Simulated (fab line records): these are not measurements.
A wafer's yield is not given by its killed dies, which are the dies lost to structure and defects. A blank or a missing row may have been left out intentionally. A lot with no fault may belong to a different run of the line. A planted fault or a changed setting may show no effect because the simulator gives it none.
fab line records	flow nandHarc
record: lots: 10	wafers: 30	lastDay: 32
route steps=1302 shown A_STAIRCASE@749 END@1302
lots that met no fault: taken from a fault-free run of the same line
startH: hours from the record's first day to the start of the lot's first wafer shown	waitH: hours since the lot's step before	" same as the row above	L1.1+2: several wafers, shown together as one row	- no value, or no start given	* or withheld: withheld	< > ~ a bound
route shown NAME@n: NAME is a module with steps in the file, n the number in the route of the first one	usual: average and standard deviation across the fault-free wafers	same: alike in all rows	chamber/n: place in a boat	sites: per-site readings	_std_site: how widely they spread, as a standard deviation	_edge_site: the outer-site mean with the inner-site mean subtracted	radiusMm: for every site, how far away it sits from the centre of the wafer	mask NAME#n: copy n	behind: the last tool/chamber to shape the wafer	hold: the reason the lot was held/the length of the hold in hours/how it ended	device: names the non-switching transistor (n, p or np)	end of line: the tests these same wafers got at the end of their route	a step without rows: its recipe alone	killed: dies that structure and defects cost at the first sort, which is not the same as the wafer's yield	map: the dies of a wafer, with x for killed, . for not killed, _ for no die there
set.NAME: the setting that was run; set.NAME@STEP: the one run at that earlier step	model.NAME: the simulator's own value behind a step, which no gauge read
route steps across a sampled set of lots; one table per step, one row per wafer
services: a tool's chamber out of use, with start hour (startH, from the record's first day; less than 0 if before it), hours out, and reason
== steps ==
step: NHARC_A_STAIRCASE_TRIM_235
recipe: timeS: 211.2	o2FlowSccm: 500	arFlowSccm: 0	biasW: 0	chemistry: O2
usual: drypumpMotorCurrentA: 5.7/0.34	mfcArSccm: 0.013/0.015	oesProductAu: 0.998/0.01	rfVppV: 57.9/0.89	showerheadPlenumPTorr: 3.56/0.13	throttleValvePct: 17.035/0.0095
lot.wafer	tool	chamber	startH	waitH	drypumpMotorCurrentA	mfcArSccm	oesProductAu	rfHoursCounterH	rfVppV	showerheadPlenumPTorr	throttleValvePct
L310.2	rieDiel-01	3	-	-	6.1	0.002	0.990	18	57.8	3.73	17.029
L310.3	"	0	"	"	5.4	0	0.988	18	58.4	3.77	17.038
L310.6	"	2	"	"	5.5	0	0.987	-	57.6	3.48	17.045
L309.2	rieDiel-13	1	-	-	5.9	0.028	0.995	40	58.2	3.73	17.049
L309.4	"	2	"	"	5.5	0.041	0.995	40	58.0	3.54	17.024
L309.5	"	0	"	"	5.3	0	0.988	-	56.4	3.59	17.034
L311.3	rieDiel-06	1	-	-	5.6	0	0.995	47	58.1	3.27	17.045
L311.5	"	2	"	"	6.3	0.008	0.992	-	57.1	3.54	17.030
L311.6	"	3	"	"	5.2	0.005	0.999	-	57.7	3.51	17.028
L312.3	rieDiel-06	1	-	-	5.6	0	1.000	50	57.3	3.27	17.039
L312.4	"	2	"	"	6.3	0.008	0.991	52	57.2	3.53	17.011
L312.5	"	2	"	"	6.2	0.008	0.983	-	57.9	3.53	17.053
L316.1	rieDiel-13	3	-	-	5.9	0.016	1.016	60	58.3	3.54	17.052
L316.4	"	0	"	"	5.3	0	0.993	60	59.5	3.58	17.039
L316.5	"	1	"	"	5.9	0.028	0.996	-	58.3	3.72	17.040
L317.3	rieDiel-01	0	-	-	5.4	0	0.994	44	59.9	3.75	17.034
L317.2	"	2	"	"	5.5	0	1.003	47	58.0	3.47	17.031
L317.6	"	0	"	"	5.4	0	1.000	-	59.0	3.75	17.043
L318.3	rieDiel-01	3	-	-	6.1	0.002	0.994	52	58.7	3.71	17.023
L318.4	"	0	"	"	5.4	0	0.984	54	57.8	3.74	17.045
L318.5	"	1	"	"	6.0	0.009	0.989	-	57.9	3.54	17.033
L320.1	rieDiel-13	1	-	-	5.9	0.028	0.998	7	57.9	3.71	17.020
L320.6	"	3	"	"	5.9	0.016	1.026	-	57.5	3.54	17.030
L320.5	"	0	"	"	5.3	0	0.988	-	58.1	3.57	17.041
L323.3	rieDiel-01	1	-	-	6.0	0.009	0.990	5	57.8	3.53	17.045
L323.2	"	2	"	"	5.5	0	0.994	5	57.6	3.46	17.030
L323.4	"	3	"	"	6.1	0.002	0.991	3	58.0	3.71	17.034
L322.4	rieDiel-06	2	-	-	6.3	0.008	1.003	28	57.7	3.52	17.027
L322.2	"	3	"	"	5.3	0.005	0.984	30	58.1	3.49	17.031
L322.5	"	2	"	"	6.3	0.008	1.000	-	57.7	3.52	17.030
step: NHARC_A_STAIRCASE_DESCUM_252
recipe: timeS: 3	o2FlowSccm: 200	arFlowSccm: 0	biasPowerW: 0	chemistry: O2
usual: drypumpMotorCurrentA: 5.7/0.34	mfcArSccm: 0.016/0.015	oesProductAu: 0.999/0.012	rfVppV: 57.9/0.86	showerheadPlenumPTorr: 1.93/0.067	throttleValvePct: 11.310/0.0086
lot.wafer	tool	chamber	startH	waitH	drypumpMotorCurrentA	mfcArSccm	oesProductAu	rfHoursCounterH	rfVppV	showerheadPlenumPTorr	throttleValvePct
L310.2	rieDiel-13	3	457.76	-	5.9	0.016	1.020	41	57.0	1.93	11.308
L310.3	"	2	"	"	5.5	0.041	0.997	40	58.3	1.92	11.309
L310.6	"	0	"	"	5.3	0	0.988	-	59.1	1.95	11.300
L309.2	rieDiel-06	2	458.95	-	6.3	0.008	0.985	45	58.2	1.92	11.312
L309.4	"	0	"	"	5.3	0.039	1.008	46	57.3	1.83	11.317
L309.5	"	1	"	"	5.5	0	1.008	-	56.8	1.76	11.319
L311.3	rieDiel-13	0	470.96	-	5.2	0	0.988	45	58.2	1.95	11.306
L311.6	"	1	"	"	5.9	0.028	1.002	-	58.3	2.03	11.299
L311.5	"	2	"	"	5.5	0.041	1.008	-	58.3	1.92	11.327
L312.3	rieDiel-06	3	481.81	-	5.3	0.005	0.999	47	56.7	1.90	11.303
L312.4	"	1	"	"	5.6	0	0.988	51	57.2	1.76	11.303
L312.5	"	3	"	"	5.3	0.005	1.005	-	56.7	1.90	11.300
L316.1	rieDiel-13	1	513.42	-	5.9	0.028	0.997	58	57.3	2.02	11.317
L316.4	"	2	"	"	5.5	0.041	1.001	58	57.8	1.92	11.297
L316.5	"	0	"	"	5.2	0	1.006	-	57.8	1.94	11.307
L317.3	rieDiel-06	3	525.23	-	5.3	0.005	0.997	8	57.7	1.90	11.298
L317.2	"	1	"	"	5.6	0	0.994	9	58.0	2.07	11.315
L317.6	"	3	"	"	5.3	0.005	1.005	-	57.9	1.90	11.299
L318.3	rieDiel-13	3	543.95	-	5.9	0.016	1.014	9	57.8	1.92	11.307
L318.4	"	0	"	"	5.3	0	0.987	7	58.0	1.94	11.330
L318.5	"	3	"	"	5.9	0.016	1.019	-	57.1	1.92	11.322
L320.1	rieDiel-13	1	544.25	-	5.9	0.028	0.990	7	58.1	2.02	11.313
L320.5	"	3	"	"	5.9	0.016	1.023	-	57.9	1.92	11.311
L320.6	"	0	"	"	5.3	0	0.998	-	58.0	1.94	11.321
L323.3	rieDiel-13	0	577.73	-	5.2	0	0.992	19	57.9	1.93	11.317
L323.2	"	1	"	"	5.9	0.028	0.994	18	58.2	2.02	11.309
L323.4	"	2	"	"	5.6	0.041	1.005	19	57.3	1.91	11.318
L322.4	rieDiel-13	3	578.47	-	6.0	0.016	1.022	17	57.4	1.92	11.318
L322.2	"	0	"	"	5.2	0	0.967	19	60.5	1.93	11.303
L322.5	"	3	"	"	5.9	0.016	1.011	-	57.5	1.92	11.317
step: NHARC_A_STAIRCASE_ETCH_271
recipe: cf4FlowSccm: 100	chf3FlowSccm: 30	arFlowSccm: 0	rfW: 500	biasW: 200	chemistry: CF4/CHF3
usual: biasW: 200.1/0.63	cf4FlowSccm: 100.0/0.31	chf3FlowSccm: 29.99/0.086	drypumpMotorCurrentA: 5.7/0.34	mfcArSccm: 0.013/0.015	oesProductAu: 0.953/0.02	rfVppV: 371.2/2.1	showerheadPlenumPTorr: 1.59/0.057	throttleValvePct: 16.802/0.0089
lot.wafer	tool	chamber	startH	waitH	biasW	cf4FlowSccm	chf3FlowSccm	drypumpMotorCurrentA	mfcArSccm	oesProductAu	rfHoursCounterH	rfVppV	showerheadPlenumPTorr	throttleValvePct
L310.3	rieDiel-06	2	464.11	0.1	-	-	-	-	-	-	-	-	-	-
L310.2	"	0	"	"	-	-	-	-	-	-	-	-	-	-
L310.6	"	1	"	"	-	-	-	-	-	-	-	-	-	-
L309.4	rieDiel-13	2	465.92	0.1	-	-	-	-	-	-	-	-	-	-
L309.2	"	1	"	"	-	-	-	-	-	-	-	-	-	-
L309.5	"	3	"	"	-	-	-	-	-	-	-	-	-	-
L311.3	rieDiel-13	0	478.97	0.1	200.4	99.9	30.07	5.3	0	0.915	48	372.1	1.60	16.781
L311.6	"	3	"	"	200.3	99.8	29.97	5.9	0.016	0.941	-	371.8	1.58	16.809
L311.5	"	0	"	"	200.5	99.7	30.04	5.3	0	0.927	-	372.8	1.60	16.803
L312.3	rieDiel-13	1	489.99	0.1	200.7	100.1	29.89	5.9	0.028	0.966	52	373.2	1.66	16.803
L312.4	"	2	"	"	199.9	100.0	29.95	5.5	0.041	0.973	53	370.3	1.58	16.805
L312.5	"	1	"	"	201.5	99.9	29.87	5.9	0.028	0.975	-	371.4	1.66	16.800
L316.1	rieDiel-01	0	517.33	0.1	199.5	100.4	29.93	5.4	0	0.970	42	374.6	1.67	16.812
L316.4	"	2	"	"	199.9	100.1	29.95	5.5	0	0.949	44	369.4	1.55	16.808
L316.5	"	0	"	"	200.2	100.1	29.91	5.4	0	0.969	-	375.3	1.67	16.797
L317.2	rieDiel-06	3	530.69	0.1	199.0	100.1	29.95	5.3	0.005	0.955	10	371.2	1.56	16.800
L317.3	"	1	"	"	200.8	100.2	29.90	5.6	0	0.985	13	375.5	1.70	16.806
L317.6	"	2	"	"	199.9	100.3	29.98	6.2	0.008	0.961	-	371.4	1.57	16.814
L318.3	rieDiel-13	2	549.34	0.1	199.7	99.7	29.81	5.6	0.041	0.985	10	370.5	1.57	16.794
L318.4	"	3	"	"	199.5	100.0	29.95	5.9	0.016	0.966	10	370.2	1.58	16.797
L318.5	"	2	"	"	200.6	99.6	29.85	5.5	0.041	0.982	-	370.9	1.57	16.799
L320.1	rieDiel-06	1	549.68	0.1	200.2	99.7	29.96	5.6	0	0.953	23	375.7	1.69	16.797
L320.5	"	0	"	"	199.7	100.0	29.92	5.2	0.039	0.981	-	368.1	1.50	16.786
L320.6	"	1	"	"	200.5	100.3	30.00	5.5	0	0.955	-	372.3	1.69	16.803
L323.4	rieDiel-06	0	584.59	0.1	199.4	99.8	29.92	5.2	0.039	0.970	34	366.7	1.50	16.807
L323.2	"	1	"	"	200.4	99.8	30.01	5.6	0	0.958	32	374.6	1.69	16.804
L323.3	"	3	"	"	201.1	99.3	30.08	5.3	0.005	0.968	32	369.1	1.55	16.802
L322.4	rieDiel-06	3	585.11	0.1	200.1	100.2	29.92	5.3	0.005	0.935	32	369.3	1.55	16.796
L322.2	"	0	"	"	200.7	100.3	29.89	5.3	0.039	0.954	34	368.3	1.50	16.809
L322.5	"	1	"	"	199.8	100.0	30.05	5.6	0	0.942	-	373.8	1.69	16.806
step: NHARC_A_STAIRCASE_ETCH_451
recipe: targetDepthA: 300	overetchA: 30	timeS: 16.5	ionEnergyEv: 100	cf4FlowSccm: 80	o2FlowSccm: 20	arFlowSccm: 0	rfW: 300	biasW: 100	chemistry: CF4/O2
usual: biasW: 100.00/0.28	cf4FlowSccm: 79.98/0.24	drypumpMotorCurrentA: 5.7/0.34	mfcArSccm: 0.013/0.015	oes_ar_750_au: 1.000/0.0047	oesProductAu: 0.998/0.0095	rfVppV: 198.2/1.4	showerheadPlenumPTorr: 1.35/0.05	throttleValvePct: 13.397/0.0089
lot.wafer	tool	chamber	startH	waitH	biasW	cf4FlowSccm	drypumpMotorCurrentA	mfcArSccm	oes_ar_750_au	oesProductAu	rfHoursCounterH	rfVppV	showerheadPlenumPTorr	throttleValvePct
L310.2	rieDiel-06	0	-	-	99.87	79.73	5.3	0.039	1.009	0.998	46	197.6	1.28	13.399
L310.3	"	1	"	"	99.54	80.42	5.6	0	1.006	1.000	45	194.4	1.23	13.385
L310.6	"	3	"	"	100.22	80.27	5.3	0.005	1.000	0.994	-	197.3	1.33	13.421
L309.2	rieDiel-13	2	-	-	99.54	80.15	5.5	0.041	0.995	0.994	42	198.2	1.34	13.388
L309.4	"	3	"	"	99.88	79.94	5.9	0.016	0.992	1.005	44	197.2	1.35	13.402
L309.5	"	1	"	"	100.14	80.05	5.9	0.028	0.999	1.012	-	199.5	1.41	13.393
L311.3	rieDiel-13	0	-	-	99.97	80.13	5.3	0	1.001	0.988	48	196.7	1.36	13.403
L311.6	"	0	"	"	99.28	80.23	5.3	0	0.998	0.986	-	198.0	1.36	13.403
L311.5	"	1	"	"	99.85	79.82	5.9	0.028	0.992	0.997	-	200.1	1.41	13.391
L312.4	rieDiel-13	0	-	-	100.25	79.73	5.2	0	1.004	0.994	54	197.9	1.35	13.397
L312.3	"	1	"	"	99.97	79.61	5.9	0.028	0.998	1.002	52	199.8	1.41	13.412
L312.5	"	0	"	"	100.24	79.67	5.2	0	0.996	1.004	-	197.3	1.36	13.399
L316.1	rieDiel-01	0	-	-	100.31	80.31	5.4	0	1.005	0.996	42	199.8	1.42	13.399
L316.4	"	3	"	"	99.73	80.11	6.1	0.002	0.994	0.997	40	200.1	1.41	13.396
L316.5	"	0	"	"	100.00	80.16	5.4	0	1.001	1.003	-	198.0	1.42	13.411
L317.3	rieDiel-06	0	-	-	100.30	80.14	5.2	0.039	0.999	1.008	13	196.7	1.28	13.391
L317.2	"	2	"	"	100.04	80.25	6.3	0.008	0.994	0.994	10	197.7	1.33	13.401
L317.6	"	1	"	"	100.16	79.97	5.5	0	1.000	1.002	-	198.9	1.44	13.396
L318.3	rieDiel-13	3	-	-	100.23	80.01	5.9	0.016	1.002	1.011	10	197.1	1.34	13.412
L318.4	"	1	"	"	100.16	79.74	5.9	0.028	1.004	1.002	9	200.9	1.41	13.409
L318.5	"	3	"	"	100.55	79.95	5.9	0.016	0.996	1.017	-	198.8	1.34	13.403
L320.1	rieDiel-06	3	-	-	100.03	79.91	5.2	0.005	1.003	0.985	21	198.5	1.32	13.390
L320.5	"	1	"	"	99.97	80.21	5.6	0	0.990	0.989	-	200.8	1.44	13.408
L320.6	"	2	"	"	99.53	79.88	6.3	0.008	0.999	0.978	-	198.1	1.33	13.403
L323.4	rieDiel-06	1	-	-	99.86	79.77	5.6	0	0.991	0.996	32	200.0	1.44	13.395
L323.3	"	2	"	"	100.13	79.68	6.3	0.008	1.001	0.991	31	196.3	1.33	13.380
L323.2	"	3	"	"	100.65	79.89	5.3	0.005	1.009	1.000	32	197.4	1.32	13.391
L322.4	rieDiel-06	1	-	-	100.41	80.06	5.6	0	1.000	0.986	34	199.8	1.44	13.407
L322.2	"	2	"	"	99.83	80.32	6.3	0.008	0.995	0.988	31	198.7	1.33	13.395
L322.5	"	2	"	"	100.06	79.95	6.3	0.008	0.997	0.996	-	198.9	1.33	13.392
step: NHARC_END_SORT_01
recipe: tempC: 25
usual: killedAtArray: 55/19	killedAtOther: 0.8/1.1	killedAtPeriphery: 4.0/2.6	killedDies: 60/20	killedOpen: 3.4/1.7	killedShort: 2.6/1.5
same: grossDies: 677
lot.wafer	tool	chamber	startH	waitH	killedAtArray	killedAtOther	killedAtPeriphery	killedDies	killedOpen	killedShort
L309.2	prober-01	0	653.68	2.8	672	1	4	677	3	1
L309.4	prober-01	0	655.27	3.4	673	1	3	677	6	2
L309.5	prober-01	0	656.06	3.7	672	0	5	677	3	4
L310.2	prober-02	0	658.98	2.8	673	2	2	677	1	1
L310.3	prober-02	0	659.78	3.1	671	3	3	677	1	3
L310.6	prober-02	0	662.18	4.0	669	2	6	677	4	6
killed by level:class
L309.2 A_STAIRCASE:areaEtch=639 A_CHANNEL_HOLE_D2:chamberFilmFlake=14 A_CHANNEL_HOLE_D1:chamberFilmFlake=8 A_CONTACT:chamberFilmFlake=4 A_STAIRCASE:chamberFilmFlake=3 A_M1:geometricParticle:open=2 P_CONTACT:geometricParticle:open=1 P_M2:geometricParticle:short=1
L309.4 A_STAIRCASE:areaEtch=643 A_CHANNEL_HOLE_D2:chamberFilmFlake=11 A_CHANNEL_HOLE_D1:chamberFilmFlake=6 A_ONON_D1:geometricParticle:open=3 A_SLIT:chamberFilmFlake=2 A_WL_FILL:chamberFilmFlake=2 A_CONTACT:chamberFilmFlake=2 P_M2:geometricParticle:short=1
L309.5 A_STAIRCASE:areaEtch=650 A_CHANNEL_HOLE_D1:chamberFilmFlake=4 A_CHANNEL_HOLE_D2:chamberFilmFlake=4 A_SLIT:chamberFilmFlake=4 A_WL_FILL:geometricParticle:short=2 A_CONTACT:chamberFilmFlake=2 P_GATE:geometricParticle:open=1 P_M0:geometricParticle:open=1
L310.2 A_STAIRCASE:areaEtch=599 A_CHANNEL_HOLE_D1:chamberFilmFlake=32 A_SLIT:chamberFilmFlake=25 A_CHANNEL_HOLE_D2:chamberFilmFlake=12 P_BONDPAD:chamberFilmFlake=2 A_ZERO_WELL:chamberFilmFlake=2 THIN_TSV:chamberFilmFlake=2 A_SGD_CUT:geometricParticle:short=1
L310.3 A_STAIRCASE:areaEtch=578 A_CHANNEL_HOLE_D1:chamberFilmFlake=43 A_SLIT:chamberFilmFlake=30 A_CHANNEL_HOLE_D2:chamberFilmFlake=10 A_CONTACT:chamberFilmFlake=5 THIN_TSV:chamberFilmFlake=3 P_BONDPAD:chamberFilmFlake=2 A_DECK1_JOINT:geometricParticle:short=1
L310.6 A_STAIRCASE:areaEtch=593 A_CHANNEL_HOLE_D1:chamberFilmFlake=35 A_SLIT:chamberFilmFlake=20 A_CONTACT:chamberFilmFlake=8 A_CHANNEL_HOLE_D2:chamberFilmFlake=5 A_STAIRCASE:chamberFilmFlake=3 P_M0:geometricParticle:open=2 A_WL_FILL:geometricParticle:short=2
== services ==
tool	chamber	startH	hours	kind
rieDiel-13	0	450.88	-	clean
rieDiel-13	1	450.88	-	clean
rieDiel-13	2	450.88	-	clean
rieDiel-13	3	450.88	-	clean
rieDiel-13	0	475.38	-	clean
rieDiel-13	1	475.38	-	clean
rieDiel-13	2	475.38	-	clean
rieDiel-13	3	475.38	-	clean
rieDiel-06	-	484.70	9.0	pm
rieDiel-13	0	499.88	-	clean
rieDiel-13	1	499.88	-	clean
rieDiel-13	2	499.88	-	clean
rieDiel-13	3	499.88	-	clean
rieDiel-13	-	519.00	9.0	pm
rieDiel-13	0	519.00	9.0	ventCycle
rieDiel-13	1	519.00	9.0	ventCycle
rieDiel-13	2	519.00	9.0	ventCycle
rieDiel-13	3	519.00	9.0	ventCycle
rieDiel-13	0	528.00	-	clean
rieDiel-13	1	528.00	-	clean
rieDiel-13	2	528.00	-	clean
rieDiel-01	-	557.82	9.0	pm
rieDiel-13	3	571.34	4.3	repair
rieDiel-13	0	583.55	8.3	repair
== key ==
firstSign: step: NHARC_A_STAIRCASE_ETCH_271	reading: toolRecord	direction: missing
effect: step: NHARC_END_SORT_01	reading: killedAtArray	direction: up	sigmas: 32	usual: 55	struck: 672
moreKillsBornAt: NHARC_A_STAIRCASE_ETCH_271@rieDiel-13: 1933	NHARC_A_STAIRCASE_ETCH_271@rieDiel-06: 1770
metAt NHARC_A_STAIRCASE_ETCH_271
struckLots L309,L310
laterRowsLeftOut L309.2,L309.4,L309.5,L310.2,L310.3,L310.6
testerLeftOut L309,L310
notActingAt NHARC_A_STAIRCASE_TRIM_235,NHARC_A_STAIRCASE_DESCUM_252,NHARC_A_STAIRCASE_ETCH_451
fault: kind: skippedStepWhole	tool: rieDiel-06,rieDiel-13	chamber: -	onsetH: 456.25	steps: NHARC_A_STAIRCASE_ETCH_271	scope: struckLotsOnly
testerLeftOut: of these lots the tester's yield and bins aren't shown, on N5 and GAA mostly nor the transistor test; their killed dies are dies lost to structure and defects alone, not to doping, threshold or leakage, so they don't give the yield
laterRowsLeftOut: the simulator's readings of these wafers behind a module that went badly wrong aren't trusted and aren't shown, but for the sort
